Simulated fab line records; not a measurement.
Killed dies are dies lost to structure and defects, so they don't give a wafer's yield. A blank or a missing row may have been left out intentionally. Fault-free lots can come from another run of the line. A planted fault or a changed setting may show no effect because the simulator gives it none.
What tool caused it? ; flow n5-finfet ; 24 lots (72 wafers sampled), 1 step of a 1938-step route

WHAT EACH GAUGE READ, for each wafer
N5_SDB_INSPECT_13: inspects for defects (brightfield). Usual: raw-defect-count at 64, with a standard deviation of 27.
lot;measured;on;raw-defect-count;flag
L074;day 3 21:56;defect-inspect-02;29 47 51;
L075;day 3 22:22;defect-inspect-02;76 52 93;
L076;day 4 06:04;defect-inspect-01;37 51 73;
L077;day 4 16:10;defect-inspect-01;46 62 46;
L078;day 4 22:56;defect-inspect-02;96 44 94;
L079;day 5 02:22;defect-inspect-02;73 52 130;
L080;day 5 08:08;defect-inspect-02;33 29 34;
L081;day 5 12:16;defect-inspect-02;101 117 96;
L082;day 5 17:04;defect-inspect-02;90 60 54;
L083;day 5 23:45;defect-inspect-02;63 39 103;
L084;day 6 06:42;defect-inspect-02;113 82 68;
L085;day 6 14:11;defect-inspect-01;111 54 127;
L086;day 6 20:04;defect-inspect-02;27 40 74;
L087;day 7 01:49;defect-inspect-01;33 59 29;
L088;day 7 04:40;defect-inspect-01;70 50 63;
L089;day 7 12:43;defect-inspect-02;58 31 39;
L090;day 7 18:32;defect-inspect-02;83 110 114;
L091;day 8 04:17;defect-inspect-01;60 61 86;
L092;day 8 11:32;defect-inspect-02;53 31 54;
L093;day 8 17:23;defect-inspect-02;50 54 88;
L094;day 8 23:47;defect-inspect-01;80 51 86;
L095;day 9 04:40;defect-inspect-02;67 136 172;
L096;day 9 09:55;defect-inspect-01;40 29 40;
L097;day 9 12:56;defect-inspect-02;66 58 91;

EACH LOT AND THE TOOL THAT RAN IT (in order: tool; ch and the chambers of the sampled wafers; start)
Before these readings, the record contains no process step.

WHAT THE TOOLS THEMSELVES READ (means of the sampled wafers that have a number; where no wafer has one, the mark that the record gives instead)
The record holds no such reading with a usual standard deviation.

THE ANSWER, worked out from the rows above alone
Rule: take the mean of a lot's wafers that have a number; if it is more than 3 standard deviations from the usual mean, the lot is off. A lot without any number at a reading at which 4 lots or more have one is off too. All remaining lots with rows at the step are treated as sound. Order of review: gauges by route order, followed by the tools' own readings, for which a lot's mean as printed above is used. At the first step where some lot is off, the reading lying furthest off is the one used; lots without a number count as furthest.
Nothing can be told from this: no lot is off at any reading shown.

WHAT THE SIMULATOR PUT IN
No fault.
